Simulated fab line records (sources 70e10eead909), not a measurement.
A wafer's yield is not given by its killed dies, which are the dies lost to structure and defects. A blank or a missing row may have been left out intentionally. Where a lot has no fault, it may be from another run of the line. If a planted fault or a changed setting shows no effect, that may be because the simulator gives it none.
Which tool is to blame? / flow nand-harc / 36 wafers from 12 lots sampled at 3 of the route's 1302 steps

## WHAT THE GAUGES READ, wafer by wafer
NHARC_P_CONTACT_INSPECT_27.
lot=L075; measured=day 6 12:23; on=defect-inspect-02; raw-defect-count=318 307 313
lot=L077; measured=day 7 04:34; on=defect-inspect-01; raw-defect-count=124 200 363
lot=L078; measured=day 8 02:08; on=defect-inspect-02; raw-defect-count=177 380 467
lot=L081; measured=day 9 01:19; on=defect-inspect-02; raw-defect-count=311 301 348
lot=L083; measured=day 9 17:48; on=defect-inspect-01; raw-defect-count=112 161 322
lot=L085; measured=day 10 18:22; on=defect-inspect-02; raw-defect-count=306 384 219
lot=L087; measured=day 11 09:09; on=defect-inspect-01; raw-defect-count=379 369 186
lot=L089; measured=day 12 02:47; on=defect-inspect-02; raw-defect-count=161 154 208
lot=L091; measured=day 13 01:33; on=defect-inspect-01; raw-defect-count=470 219 267
lot=L093; measured=day 13 23:58; on=defect-inspect-01; raw-defect-count=325 499 265
lot=L095; measured=day 15 04:01; on=defect-inspect-02; raw-defect-count=248 230 323
lot=L097; measured=day 15 17:43; on=defect-inspect-01; raw-defect-count=374 224 314

## WHICH TOOL RAN EACH LOT (tool, then ch and the chambers of the sampled wafers, then the start)
lot=L075; NHARC_P_CONTACT_CMP_01=cmp-02 ch 2,3, day 6 08:25; NHARC_P_CONTACT_CMP_24=cmp-01 ch 1,2,3, day 6 11:59
lot=L077; NHARC_P_CONTACT_CMP_01=cmp-04 ch 1,2,3, day 7 00:35; NHARC_P_CONTACT_CMP_24=cmp-04 ch 0,1,2, day 7 04:10
lot=L078; NHARC_P_CONTACT_CMP_01=cmp-04 ch 0,2,3, day 7 22:04; NHARC_P_CONTACT_CMP_24=cmp-04 ch 2,3, day 8 01:44
lot=L081; NHARC_P_CONTACT_CMP_01=cmp-02 ch 0,1,2, day 8 20:34; NHARC_P_CONTACT_CMP_24=cmp-04 ch 0,1, day 9 00:55
lot=L083; NHARC_P_CONTACT_CMP_01=cmp-04 ch 1,2,3, day 9 13:42; NHARC_P_CONTACT_CMP_24=cmp-02 ch 0,2,3, day 9 17:24
lot=L085; NHARC_P_CONTACT_CMP_01=cmp-04 ch 1,2, day 10 14:16; NHARC_P_CONTACT_CMP_24=cmp-04 ch 2,3, day 10 17:59
lot=L087; NHARC_P_CONTACT_CMP_01=cmp-02 ch 0,1, day 11 05:10; NHARC_P_CONTACT_CMP_24=cmp-04 ch 1,2, day 11 08:45
lot=L089; NHARC_P_CONTACT_CMP_01=cmp-01 ch 0,1, day 11 22:41; NHARC_P_CONTACT_CMP_24=cmp-01 ch 1,2, day 12 02:23
lot=L091; NHARC_P_CONTACT_CMP_01=cmp-02 ch 0,1, day 12 21:29; NHARC_P_CONTACT_CMP_24=cmp-02 ch 1,2, day 13 01:10
lot=L093; NHARC_P_CONTACT_CMP_01=cmp-01 ch 1,2, day 13 19:50; NHARC_P_CONTACT_CMP_24=cmp-02 ch 0,1,3, day 13 23:36
lot=L095; NHARC_P_CONTACT_CMP_01=cmp-04 ch 2,3, day 15 00:02; NHARC_P_CONTACT_CMP_24=cmp-04 ch 0,2,3, day 15 03:39
lot=L097; NHARC_P_CONTACT_CMP_01=cmp-01 ch 0,1,3, day 15 13:38; NHARC_P_CONTACT_CMP_24=cmp-01 ch 0,2, day 15 17:20
- NHARC_P_CONTACT_CMP_01: polishes SiO2, target thk 200 nm.
- NHARC_P_CONTACT_CMP_24: polishes, t overpolish 30 s, target thk 200 nm.

## THE ANSWER, worked out from the rows above alone
Rule: the usual values come from the lots themselves. Put in order of their means at a reading, lots are off if they are a third of the lots or fewer, leave a main group of 4 or more, and stand apart from it by a gap of 3 or more times the standard deviation of the main group's means; of several such gaps the widest counts. The tables above print the reading to a certain number of digits; a main group whose means all agree to those digits is not used. A lot without any number at a reading at which 4 lots or more have one is off too. Where the step has rows for the other lots, those lots are counted as sound.
No lot is off on any of the readings shown, so nothing can be concluded from this.

## WHAT THE SIMULATOR HAD PUT IN
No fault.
